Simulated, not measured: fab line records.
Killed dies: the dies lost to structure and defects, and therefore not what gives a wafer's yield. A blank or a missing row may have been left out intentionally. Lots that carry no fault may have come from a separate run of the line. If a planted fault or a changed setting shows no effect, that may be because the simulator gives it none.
fab line records + flow nand_harc
[record]
- lots = 7
- wafers = 21
- last_day = 24
route steps=1159 shown A_ZERO_WELL@392 END@1159
lots with no fault: from the same line, run without faults
start_h: hours from the record's opening day to when the first of the lot's shown wafers began + wait_h: hours from the lot's prior step to this one + " the same as in the row above + L1.1+2: a single row standing in for several wafers + - value missing, or start not given + * or withheld: withheld + < > ~ a bound
route shown NAME@n: names a module that has steps shown in the file, with the first one's number in the route + usual: mean/standard deviation of fault-free wafers + same: alike in all rows + chamber/n: place in a boat + sites: each site's reading + _std_site: the standard deviation of these + _edge_site: mean of outer sites minus mean of inner sites + radius_mm: for every site, how far away it sits from the centre of the wafer + mask NAME#n: copy n + behind: the most recent tool/chamber to have shaped the wafer + hold: reason for holding the lot/hours on hold/outcome of the hold + device: names the non-switching transistor (n, p or np) + end of line: the tests these same wafers got at the end of their route + where a step has no rows: the recipe by itself + killed: dies lost to structure and defects at the first sort, not the wafer's yield + map: a wafer's dies, marking killed ones x, the rest . and places with no die _
set.NAME: the setting the step ran with; set.NAME@STEP: the setting that earlier step ran with + model.NAME: the simulator's own value behind a step, which no gauge read
lots at selected steps of the route; one table per step, one row per wafer
services: a tool's chamber out of use, with start hour (start_h, from the record's first day; less than 0 if before it), hours out, and reason
[[steps]]
[step NHARC_A_ZERO_WELL_DEHYDRATE_02]
[recipe]
- temp_c = 150
- time_s = 120
[step NHARC_A_ZERO_WELL_HMDS_03]
[recipe]
- time_s = 30
[step NHARC_A_ZERO_WELL_COAT_18]
[recipe]
- temp_c = 200
- time_s = 65
[step NHARC_A_ZERO_WELL_COAT_04]
[recipe]
- spin_rpm = 2000
- resist_thk_nm = 600
[step NHARC_A_ZERO_WELL_SOFTBAKE_05]
[recipe]
- temp_c = 125
- time_s = 70
[step NHARC_A_ZERO_WELL_EBR_06]
[step NHARC_A_ZERO_WELL_EXPOSE_07]
[recipe]
- na = 0.55
- dose_mj = 33.85
- mask_id = A_ZERO
[step NHARC_A_ZERO_WELL_PEB_08]
[recipe]
- peb_temp_c = 128
- peb_time_s = 80
[step NHARC_A_ZERO_WELL_DEVELOP_09]
[recipe]
- time_s = 50
- dev_temp_c = 22
[step NHARC_A_ZERO_WELL_CD_MEAS_10]
[recipe]
- target_cd_nm = 2000
- landing_energy_ev = 500
[usual]
- cd_nm = 1999.8/1.8
[same]
- landing_energy_ev = 500
| lot.wafer | tool      | chamber | start_h | wait_h | cd_nm  |
|-----------|-----------|---------|---------|--------|--------|
| L733.3    | cd_sem-03 | 0       | 134.92  | -      | 2002.1 |
| L733.4    | "         | 0       | "       | "      | 1998.7 |
| L733.5    | "         | 0       | "       | "      | 2000.2 |
| L739.3    | cd_sem-02 | 0       | 178.53  | -      | 1999.7 |
| L739.4    | "         | 0       | "       | "      | 1999.9 |
| L739.6    | "         | 0       | "       | "      | 1999.6 |
| L742.2    | cd_sem-01 | 0       | 192.90  | -      | 2000.4 |
| L742.3    | "         | 0       | "       | "      | 1999.8 |
| L742.6    | "         | 0       | "       | "      | 1998.6 |
| L751.4    | cd_sem-03 | 0       | 242.73  | -      | 2002.8 |
| L751.5    | "         | 0       | "       | "      | 1998.5 |
| L751.6    | "         | 0       | "       | "      | 2003.4 |
| L750.2    | cd_sem-02 | 0       | 244.06  | -      | 2003.2 |
| L750.4    | "         | 0       | "       | "      | 2000.6 |
| L750.6    | "         | 0       | "       | "      | 2003.0 |
| L752.1    | cd_sem-02 | 0       | 253.35  | -      | 2001.6 |
| L752.2    | "         | 0       | "       | "      | 1998.5 |
| L752.5    | "         | 0       | "       | "      | 2000.9 |
| L754.2    | cd_sem-01 | 0       | 267.94  | -      | 1998.1 |
| L754.3    | "         | 0       | "       | "      | 2000.2 |
| L754.5    | "         | 0       | "       | "      | 1997.1 |
[step NHARC_A_ZERO_WELL_HARDBAKE_11]
[recipe]
- temp_c = 118
- time_s = 65
[step NHARC_A_ZERO_WELL_DESCUM_12]
[recipe]
- time_s = 3
- o2_flow_sccm = 200
- ar_flow_sccm = 0
- bias_power_w = 0
- chemistry = O2
[usual]
- chamber_pressure_mTorr = 60.01/0.056
- drypump_motor_current_A = 5.7/0.47
- oes_product_au = 1.001/0.012
- rf_vpp_V = 57.7/0.94
- showerhead_plenum_p_Torr = 1.92/0.084
- throttle_valve_pct = 11.310/0.0097
| lot.wafer | tool        | chamber | start_h | wait_h | chamber_pressure_mTorr | drypump_motor_current_A | oes_product_au | rf_hours_counter_h | rf_vpp_V | showerhead_plenum_p_Torr | throttle_valve_pct |
|-----------|-------------|---------|---------|--------|------------------------|-------------------------|----------------|--------------------|----------|--------------------------|--------------------|
| L733.4    | rie_diel-13 | 1       | 135.07  | -      | 60.03                  | 4.8                     | 1.011          | 1                  | 58.4     | 1.86                     | 11.312             |
| L733.3    | "           | 3       | "       | "      | 60.01                  | 5.4                     | 0.993          | 2                  | 57.8     | 1.84                     | 11.311             |
| L733.5    | "           | 1       | "       | "      | 60.06                  | 4.8                     | 1.004          | -                  | 56.2     | 1.86                     | 11.313             |
| L739.4    | rie_diel-02 | 0       | 178.70  | -      | 60.00                  | 6.3                     | 0.983          | 1                  | 56.8     | 1.94                     | 11.315             |
| L739.3    | "           | 1       | "       | "      | 59.98                  | 5.6                     | 1.012          | 1                  | 58.9     | 2.07                     | 11.339             |
| L739.6    | "           | 2       | "       | "      | 60.09                  | 5.6                     | 1.003          | -                  | 57.4     | 1.92                     | 11.324             |
| L742.3    | rie_diel-05 | 0       | 193.06  | -      | 59.96                  | 6.4                     | 0.974          | 2                  | 57.1     | 1.92                     | 11.307             |
| L742.2    | "           | 2       | "       | "      | 59.99                  | 5.5                     | 1.003          | 2                  | 56.5     | 1.99                     | 11.310             |
| L742.6    | "           | 0       | "       | "      | 60.06                  | 6.4                     | 0.977          | -                  | 59.0     | 1.92                     | 11.306             |
| L751.4    | rie_diel-13 | 2       | 242.88  | -      | 59.98                  | 5.3                     | 1.012          | 8                  | 57.8     | 2.00                     | 11.306             |
| L751.5    | "           | 2       | "       | "      | 60.02                  | 5.4                     | 1.008          | -                  | 59.2     | 2.00                     | 11.316             |
| L751.6    | "           | 3       | "       | "      | 60.00                  | 5.4                     | 1.000          | -                  | 56.3     | 1.83                     | 11.306             |
| L750.4    | rie_diel-13 | 0       | 244.21  | -      | 60.06                  | 5.9                     | 1.010          | 9                  | 56.7     | 1.79                     | 11.290             |
| L750.2    | "           | 2       | "       | "      | 59.99                  | 5.3                     | 1.015          | 8                  | 57.5     | 2.00                     | 11.311             |
| L750.6    | "           | 1       | "       | "      | 60.03                  | 4.8                     | 1.011          | -                  | 57.2     | 1.85                     | 11.317             |
| L752.1    | rie_diel-05 | 1       | 253.53  | -      | 60.02                  | 6.4                     | 0.974          | 7                  | 58.6     | 2.01                     | 11.303             |
| L752.2    | "           | 2       | "       | "      | 60.08                  | 5.4                     | 0.987          | 7                  | 57.1     | 1.99                     | 11.318             |
| L752.5    | "           | 0       | "       | "      | 59.92                  | 6.4                     | 0.979          | -                  | 57.6     | 1.92                     | 11.311             |
| L754.2    | rie_diel-02 | 2       | 268.11  | -      | 59.97                  | 5.6                     | 0.996          | 6                  | 57.4     | 1.92                     | 11.309             |
| L754.3    | "           | 3       | "       | "      | 60.02                  | 5.4                     | 1.004          | 2                  | 58.2     | 1.99                     | 11.302             |
| L754.5    | "           | 1       | "       | "      | 59.96                  | 5.6                     | 1.002          | -                  | 56.8     | 2.07                     | 11.311             |
[step NHARC_A_ZERO_WELL_ETCH_19]
[recipe]
- target_depth_a = 800
- overetch_a = 240
- time_s = 87.88
- ion_energy_ev = 200
- n2_flow_sccm = 150
- h2_flow_sccm = 150
- ar_flow_sccm = 0
- rf_w = 400
- bias_w = 150
- chemistry = N2/H2
[usual]
- bias_w = 150.0/0.45
- chamber_pressure_mTorr = 29.999/0.026
- drypump_motor_current_A = 5.7/0.47
- n2_flow_sccm = 150.0/0.42
- oes_product_au = 1.001/0.012
- rf_vpp_V = 430.7/2.7
- showerhead_plenum_p_Torr = 2.05/0.094
- throttle_valve_pct = 14.171/0.0095
| lot.wafer | tool        | chamber | start_h | wait_h | bias_w | chamber_pressure_mTorr | drypump_motor_current_A | n2_flow_sccm | oes_product_au | rf_hours_counter_h | rf_vpp_V | showerhead_plenum_p_Torr | throttle_valve_pct |
|-----------|-------------|---------|---------|--------|--------|------------------------|-------------------------|--------------|----------------|--------------------|----------|--------------------------|--------------------|
| L733.4    | rie_diel-13 | 3       | 135.16  | 0.1    | 150.4  | 30.015                 | 5.4                     | 150.2        | 0.995          | 2                  | 427.7    | 1.96                     | 14.168             |
| L733.3    | "           | 2       | "       | "      | 149.8  | 30.023                 | 5.4                     | 149.8        | 0.997          | 2                  | 433.1    | 2.14                     | 14.153             |
| L733.5    | "           | 0       | "       | "      | 150.4  | 29.951                 | 5.9                     | 149.8        | 1.004          | -                  | 426.1    | 1.91                     | 14.170             |
| L739.3    | rie_diel-02 | 3       | 178.78  | 0.1    | 150.4  | 29.961                 | 5.4                     | 151.0        | 1.013          | 1                  | 432.9    | 2.13                     | 14.169             |
| L739.4    | "           | 1       | "       | "      | 150.3  | 30.049                 | 5.7                     | 150.1        | 1.022          | 1                  | 436.0    | 2.21                     | 14.176             |
| L739.6    | "           | 3       | "       | "      | 150.0  | 30.030                 | 5.4                     | 151.1        | 1.019          | -                  | 433.5    | 2.13                     | 14.168             |
| L742.3    | rie_diel-05 | 0       | 193.14  | 0.1    | 149.9  | 29.981                 | 6.4                     | 149.2        | 0.979          | 2                  | 430.6    | 2.05                     | 14.182             |
| L742.2    | "           | 1       | "       | "      | 150.4  | 29.997                 | 6.4                     | 150.5        | 0.970          | 2                  | 433.0    | 2.15                     | 14.162             |
| L742.6    | "           | 1       | "       | "      | 150.4  | 29.992                 | 6.3                     | 149.5        | 0.977          | -                  | 433.2    | 2.15                     | 14.174             |
| L751.4    | rie_diel-13 | 3       | 242.96  | 0.1    | -      | -                      | -                       | -            | -              | -                  | -        | -                        | -                  |
| L751.5    | "           | 3       | "       | "      | -      | -                      | -                       | -            | -              | -                  | -        | -                        | -                  |
| L751.6    | "           | 0       | "       | "      | -      | -                      | -                       | -            | -              | -                  | -        | -                        | -                  |
| L750.2    | rie_diel-13 | 1       | 244.31  | 0.1    | -      | -                      | -                       | -            | -              | -                  | -        | -                        | -                  |
| L750.4    | "           | 2       | "       | "      | -      | -                      | -                       | -            | -              | -                  | -        | -                        | -                  |
| L750.6    | "           | 0       | "       | "      | -      | -                      | -                       | -            | -              | -                  | -        | -                        | -                  |
| L752.2    | rie_diel-05 | 2       | 253.60  | 0.1    | -      | -                      | -                       | -            | -              | -                  | -        | -                        | -                  |
| L752.1    | "           | 3       | "       | "      | -      | -                      | -                       | -            | -              | -                  | -        | -                        | -                  |
| L752.5    | "           | 1       | "       | "      | -      | -                      | -                       | -            | -              | -                  | -        | -                        | -                  |
| L754.2    | rie_diel-02 | 0       | 268.19  | 0.1    | 150.0  | 30.026                 | 6.3                     | 149.9        | 1.000          | 6                  | 432.0    | 2.06                     | 14.165             |
| L754.3    | "           | 1       | "       | "      | 150.5  | 29.961                 | 5.7                     | 149.7        | 1.002          | 5                  | 434.3    | 2.21                     | 14.170             |
| L754.5    | "           | 3       | "       | "      | 149.2  | 29.978                 | 5.4                     | 150.3        | 1.015          | -                  | 432.1    | 2.13                     | 14.176             |
[step NHARC_A_ZERO_WELL_ETCH_13]
[recipe]
- target_depth_a = 1200
- time_s = 40.1
- hbr_flow_sccm = 150
- cl2_flow_sccm = 50
- rf_w = 400
- icp_w = 400
- bias_w = 100
- chemistry = HBr/Cl2
[usual]
- bias_w = 99.99/0.29
- chamber_pressure_mTorr = 14.999/0.014
- drypump_motor_current_A = 5.7/0.44
- oes_product_au = 0.998/0.01
- throttle_valve_pct = 26.406/0.0093
| lot.wafer | tool      | chamber | start_h | wait_h | bias_w | chamber_pressure_mTorr | drypump_motor_current_A | oes_product_au | rf_hours_counter_h | throttle_valve_pct |
|-----------|-----------|---------|---------|--------|--------|------------------------|-------------------------|----------------|--------------------|--------------------|
| L733.3    | rie_si-04 | 0       | 135.31  | -      | 100.42 | 14.999                 | 5.6                     | 0.994          | 0.2                | 26.394             |
| L733.4    | "         | 1       | "       | "      | 99.72  | 15.003                 | 4.8                     | 1.007          | 0.2                | 26.403             |
| L733.5    | "         | 3       | "       | "      | 100.35 | 14.994                 | 5.6                     | 0.993          | -                  | 26.413             |
| L739.3    | rie_si-04 | 3       | 178.89  | -      | 99.99  | 14.988                 | 5.6                     | 1.000          | 0.5                | 26.393             |
| L739.4    | "         | 1       | "       | "      | 99.86  | 15.009                 | 4.8                     | 1.005          | 0.4                | 26.397             |
| L739.6    | "         | 3       | "       | "      | 99.92  | 14.990                 | 5.6                     | 1.002          | -                  | 26.399             |
| L742.2    | rie_si-02 | 0       | 193.25  | -      | 99.83  | 14.979                 | 5.6                     | 1.012          | 1.2                | 26.401             |
| L742.3    | "         | 2       | "       | "      | 99.75  | 15.003                 | 5.7                     | 1.003          | 1.4                | 26.410             |
| L742.6    | "         | 2       | "       | "      | 100.25 | 14.992                 | 5.7                     | 1.010          | -                  | 26.404             |
| L751.4    | rie_si-02 | 0       | 243.08  | 0.1    | 100.29 | 14.999                 | 5.6                     | 1.011          | 0.1                | 26.414             |
| L751.6    | "         | 0       | "       | "      | 100.22 | 15.026                 | 5.6                     | 0.993          | -                  | 26.397             |
| L751.5    | "         | 1       | "       | "      | 100.18 | 15.019                 | 6.2                     | 1.004          | -                  | 26.411             |
| L750.4    | rie_si-04 | 1       | 244.43  | 0.1    | 99.68  | 15.011                 | 4.8                     | 1.003          | 0.9                | 26.408             |
| L750.2    | "         | 3       | "       | "      | 100.22 | 15.007                 | 5.5                     | 0.996          | 1.0                | 26.410             |
| L750.6    | "         | 0       | "       | "      | 99.89  | 14.987                 | 5.6                     | 0.996          | -                  | 26.412             |
| L752.2    | rie_si-05 | 2       | 253.72  | 0.1    | 100.23 | 14.982                 | 6.6                     | 0.985          | 0.0                | 26.421             |
| L752.1    | "         | 0       | "       | "      | 99.65  | 15.002                 | 5.4                     | 1.021          | 0.0                | 26.409             |
| L752.5    | "         | 2       | "       | "      | 100.29 | 15.008                 | 6.5                     | 0.999          | -                  | 26.401             |
| L754.3    | rie_si-04 | 3       | 268.31  | -      | 99.93  | 14.980                 | 5.5                     | 0.996          | 1.1                | 26.405             |
| L754.2    | "         | 0       | "       | "      | 100.05 | 15.022                 | 5.6                     | 0.992          | 1.1                | 26.411             |
| L754.5    | "         | 2       | "       | "      | 99.91  | 15.006                 | 6.0                     | 0.991          | -                  | 26.422             |
[step NHARC_END_SORT_01]
[recipe]
- temp_c = 25
[usual]
- killed_at_array = 29/8.4
- killed_at_other = 0.7/1.2
- killed_at_periphery = 3.8/2.1
- killed_dies = 33/9
- killed_open = 3.4/2
- killed_short = 2.1/1.4
[same]
- gross_dies = 677
| lot.wafer | tool      | chamber | start_h | wait_h | killed_at_array | killed_at_other | killed_at_periphery | killed_dies | killed_open | killed_short |
|-----------|-----------|---------|---------|--------|-----------------|-----------------|---------------------|-------------|-------------|--------------|
| L750.2    | prober-01 | 0       | 551.07  | 2.8    | 670             | 2               | 5                   | 677         | 4           | 1            |
| L750.4    | prober-01 | 0       | 552.69  | 3.4    | 675             | 0               | 2                   | 677         | 3           | 3            |
| L750.6    | prober-01 | 0       | 554.30  | 4.0    | 672             | 2               | 3                   | 677         | 6           | 2            |
| L751.4    | prober-02 | 0       | 552.40  | 3.4    | 671             | 2               | 4                   | 677         | 6           | 2            |
| L751.5    | prober-02 | 0       | 553.19  | 3.7    | 675             | 0               | 2                   | 677         | 3           | 1            |
| L751.6    | prober-02 | 0       | 553.97  | 3.9    | 675             | 2               | 0                   | 677         | 1           | 0            |
| L752.1    | prober-02 | 0       | 557.74  | 2.5    | 670             | 0               | 7                   | 677         | 1           | 4            |
| L752.2    | prober-02 | 0       | 558.53  | 2.8    | 670             | 0               | 7                   | 677         | 7           | 5            |
| L752.5    | prober-02 | 0       | 560.89  | 3.6    | 671             | 1               | 5                   | 677         | 3           | 2            |
// killed by level:class
L750.2 A_ZERO_WELL:area_etch=621 A_CHANNEL_HOLE_D1:chamber_film_flake=20 A_SLIT:chamber_film_flake=20 A_STAIRCASE:chamber_film_flake=3 A_ONON_D1:geometric_particle:open=2 P_GATE:chamber_film_flake=2 THIN_TSV:chamber_film_flake=2 A_CONTACT:chamber_film_flake=2
L751.4 A_ZERO_WELL:area_etch=655 A_CHANNEL_HOLE_D1:chamber_film_flake=6 A_STAIRCASE:chamber_film_flake=4 A_CHANNEL_FILL_D1:geometric_particle:open=2 THIN_TSV:chamber_film_flake=2 P_CONTACT:geometric_particle:open=1 P_M0:geometric_particle:open=1 P_M1:geometric_particle:short=1
L750.4 A_ZERO_WELL:area_etch=639 A_CHANNEL_HOLE_D1:chamber_film_flake=15 A_SLIT:chamber_film_flake=10 A_CONTACT:geometric_particle:open=3 A_STAIRCASE:chamber_film_flake=3 P_STI:chamber_film_flake=2 A_ONON_D1:geometric_particle:short=1 A_SGD_CUT:geometric_particle:short=1
L751.5 A_ZERO_WELL:area_etch=657 A_CHANNEL_HOLE_D1:chamber_film_flake=5 A_SLIT:chamber_film_flake=3 A_CHANNEL_FILL_D1:chamber_film_flake=2 A_STAIRCASE:chamber_film_flake=2 A_WL_FILL:chamber_film_flake=2 P_GATE:geometric_particle:open=1 A_CONTACT:geometric_particle:short=1
L751.6 A_ZERO_WELL:area_etch=663 A_CHANNEL_HOLE_D1:chamber_film_flake=3 A_CONTACT:chamber_film_flake=3 A_WL_FILL:chamber_film_flake=2 A_SGD_CUT:geometric_particle:open=1 A_CHANNEL_FILL_D1:chamber_film_flake=1 A_STAIRCASE:chamber_film_flake=1 A_SLIT:chamber_film_flake=1
L750.6 A_ZERO_WELL:area_etch=620 A_SLIT:chamber_film_flake=21 A_CHANNEL_HOLE_D1:chamber_film_flake=19 A_CONTACT:chamber_film_flake=5 A_SGD_CUT:geometric_particle:open=2 A_CONTACT:geometric_particle:open=2 THIN_TSV:chamber_film_flake=2 P_GATE:geometric_particle:short=1
L752.1 A_ZERO_WELL:area_etch=639 A_CHANNEL_HOLE_D1:chamber_film_flake=23 P_GATE:chamber_film_flake=4 A_STAIRCASE:chamber_film_flake=4 P_M0:geometric_particle:short=2 P_CONTACT:geometric_particle:open=1 A_CHANNEL_FILL_D1:geometric_particle:short=1 A_STAIRCASE:geometric_particle:short=1
L752.2 A_ZERO_WELL:area_etch=630 A_CHANNEL_HOLE_D1:chamber_film_flake=27 P_GATE:chamber_film_flake=3 P_M0:geometric_particle:open=2 A_CHANNEL_FILL_D1:geometric_particle:open=2 A_CHANNEL_FILL_D1:geometric_particle:short=2 A_ZERO_WELL:chamber_film_flake=2 A_STAIRCASE:chamber_film_flake=2
L752.5 A_ZERO_WELL:area_etch=637 A_CHANNEL_HOLE_D1:chamber_film_flake=16 A_CONTACT:chamber_film_flake=10 P_GATE:chamber_film_flake=3 A_STAIRCASE:chamber_film_flake=2 P_M0:geometric_particle:open=1 A_CHANNEL_FILL_D1:geometric_particle:short=1 A_CONTACT:geometric_particle:open=1
// map L750.2 (x killed, . not)
____________x____________
_________xxxxxxx_________
_______xxxxxxxxxxx_______
______xxxxxxxxxxxxx______
_____xxxxxxxxxxxxxxx_____
____xxxxxxxxxxxxxxxxx____
____xxxxxxxxxxxxxxxxx____
___xxxxxxxxxxxxxxxxxxx___
___xxxxxxxxxxxxxxxxxxx___
__xxxxxxxxxxxxxxxxxxxxx__
__xxxxxxxxxxxxxxxxxxxxx__
_xxxxxxxxxxxxxxxxxxxxxxx_
_xxxxxxxxxxxxxxxxxxxxxxx_
_xxxxxxxxxxxxxxxxxxxxxxx_
_xxxxxxxxxxxxxxxxxxxxxxx_
_xxxxxxxxxxxxxxxxxxxxxxx_
xxxxxxxxxxxxxxxxxxxxxxxxx
xxxxxxxxxxxxxxxxxxxxxxxxx
xxxxxxxxxxxxxxxxxxxxxxxxx
xxxxxxxxxxxxxxxxxxxxxxxxx
xxxxxxxxxxxxxxxxxxxxxxxxx
_xxxxxxxxxxxxxxxxxxxxxxx_
_xxxxxxxxxxxxxxxxxxxxxxx_
_xxxxxxxxxxxxxxxxxxxxxxx_
_xxxxxxxxxxxxxxxxxxxxxxx_
_xxxxxxxxxxxxxxxxxxxxxxx_
__xxxxxxxxxxxxxxxxxxxxx__
__xxxxxxxxxxxxxxxxxxxxx__
___xxxxxxxxxxxxxxxxxxx___
___xxxxxxxxxxxxxxxxxxx___
____xxxxxxxxxxxxxxxxx____
____xxxxxxxxxxxxxxxxx____
_____xxxxxxxxxxxxxxx_____
______xxxxxxxxxxxxx______
_______xxxxxxxxxxx_______
_________xxxxxxx_________
____________x____________
// map L751.4 (x killed, . not)
____________x____________
_________xxxxxxx_________
_______xxxxxxxxxxx_______
______xxxxxxxxxxxxx______
_____xxxxxxxxxxxxxxx_____
____xxxxxxxxxxxxxxxxx____
____xxxxxxxxxxxxxxxxx____
___xxxxxxxxxxxxxxxxxxx___
___xxxxxxxxxxxxxxxxxxx___
__xxxxxxxxxxxxxxxxxxxxx__
__xxxxxxxxxxxxxxxxxxxxx__
_xxxxxxxxxxxxxxxxxxxxxxx_
_xxxxxxxxxxxxxxxxxxxxxxx_
_xxxxxxxxxxxxxxxxxxxxxxx_
_xxxxxxxxxxxxxxxxxxxxxxx_
_xxxxxxxxxxxxxxxxxxxxxxx_
xxxxxxxxxxxxxxxxxxxxxxxxx
xxxxxxxxxxxxxxxxxxxxxxxxx
xxxxxxxxxxxxxxxxxxxxxxxxx
xxxxxxxxxxxxxxxxxxxxxxxxx
xxxxxxxxxxxxxxxxxxxxxxxxx
_xxxxxxxxxxxxxxxxxxxxxxx_
_xxxxxxxxxxxxxxxxxxxxxxx_
_xxxxxxxxxxxxxxxxxxxxxxx_
_xxxxxxxxxxxxxxxxxxxxxxx_
_xxxxxxxxxxxxxxxxxxxxxxx_
__xxxxxxxxxxxxxxxxxxxxx__
__xxxxxxxxxxxxxxxxxxxxx__
___xxxxxxxxxxxxxxxxxxx___
___xxxxxxxxxxxxxxxxxxx___
____xxxxxxxxxxxxxxxxx____
____xxxxxxxxxxxxxxxxx____
_____xxxxxxxxxxxxxxx_____
______xxxxxxxxxxxxx______
_______xxxxxxxxxxx_______
_________xxxxxxx_________
____________x____________
[[services]]
| tool        | chamber | start_h | hours | kind   |
|-------------|---------|---------|-------|--------|
| rie_diel-13 | -       | 124.94  | 0.6   | repair |
| rie_diel-13 | 1       | 130.94  | 3.4   | repair |
| rie_diel-13 | 0       | 132.61  | -     | clean  |
| rie_diel-13 | 2       | 132.61  | -     | clean  |
| rie_diel-13 | 3       | 132.61  | -     | clean  |
| rie_si-02   | 0       | 143.26  | 24.0  | repair |
| rie_diel-02 | 0       | 150.86  | 5.7   | repair |
| rie_diel-02 | -       | 150.93  | 9.0   | pm     |
| rie_diel-05 | 2       | 154.67  | 5.7   | repair |
| rie_si-02   | 3       | 157.35  | 26.1  | repair |
| rie_si-05   | -       | 162.97  | 1.1   | repair |
| rie_diel-05 | -       | 163.60  | 9.0   | pm     |
| rie_diel-13 | 2       | 165.69  | 7.5   | repair |
| rie_si-05   | 3       | 181.43  | 2.1   | repair |
| rie_diel-13 | -       | 185.68  | 0.6   | repair |
| rie_diel-02 | 3       | 187.89  | 64.5  | repair |
| rie_si-02   | 1       | 190.81  | 15.6  | repair |
| rie_diel-02 | 1       | 200.12  | 6.8   | repair |
| rie_diel-05 | 3       | 202.44  | 21.7  | repair |
| rie_si-04   | 0       | 203.25  | 6.2   | repair |
| rie_si-02   | -       | 211.00  | 9.0   | pm     |
| rie_diel-05 | -       | 229.85  | 4.7   | repair |
| rie_si-05   | -       | 239.00  | 9.0   | pm     |
| rie_diel-13 | 1       | 262.17  | 12.1  | repair |
[[key]]
[first_sign]
- step = NHARC_A_ZERO_WELL_ETCH_19
- reading = tool_record
- direction = missing
[effect]
- step = NHARC_END_SORT_01
- reading = killed_at_array
- direction = up
- sigmas = 76
- usual = 29
- struck = 672
[more_kills_born_at]
- NHARC_A_ZERO_WELL_ETCH_19@rie_diel-13 = 3855
- NHARC_A_ZERO_WELL_ETCH_19@rie_diel-05 = 1906
met_at NHARC_A_ZERO_WELL_ETCH_19
struck_wafers L750.2,L750.4,L750.6,L751.4,L751.5,L751.6,L752.1,L752.2,L752.5
later_rows_left_out L750.2,L750.4,L750.6,L751.4,L751.5,L751.6,L752.1,L752.2,L752.5
tester_left_out L750,L751,L752
onset_between 193.14 242.96
[fault]
- kind = skipped_step_whole
- tool = rie_diel-05,rie_diel-13
- chamber = -
- onset_h = 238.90
- steps = NHARC_A_ZERO_WELL_ETCH_19
- scope = struck_lots_only
// tester_left_out: of these lots the tester's yield and bins aren't shown, on N5 and GAA mostly nor the transistor test; their killed dies are dies lost to structure and defects alone, not to doping, threshold or leakage, so they don't give the yield
// later_rows_left_out: the simulator's readings of these wafers behind a module that went badly wrong aren't trusted and aren't shown, but for the sort
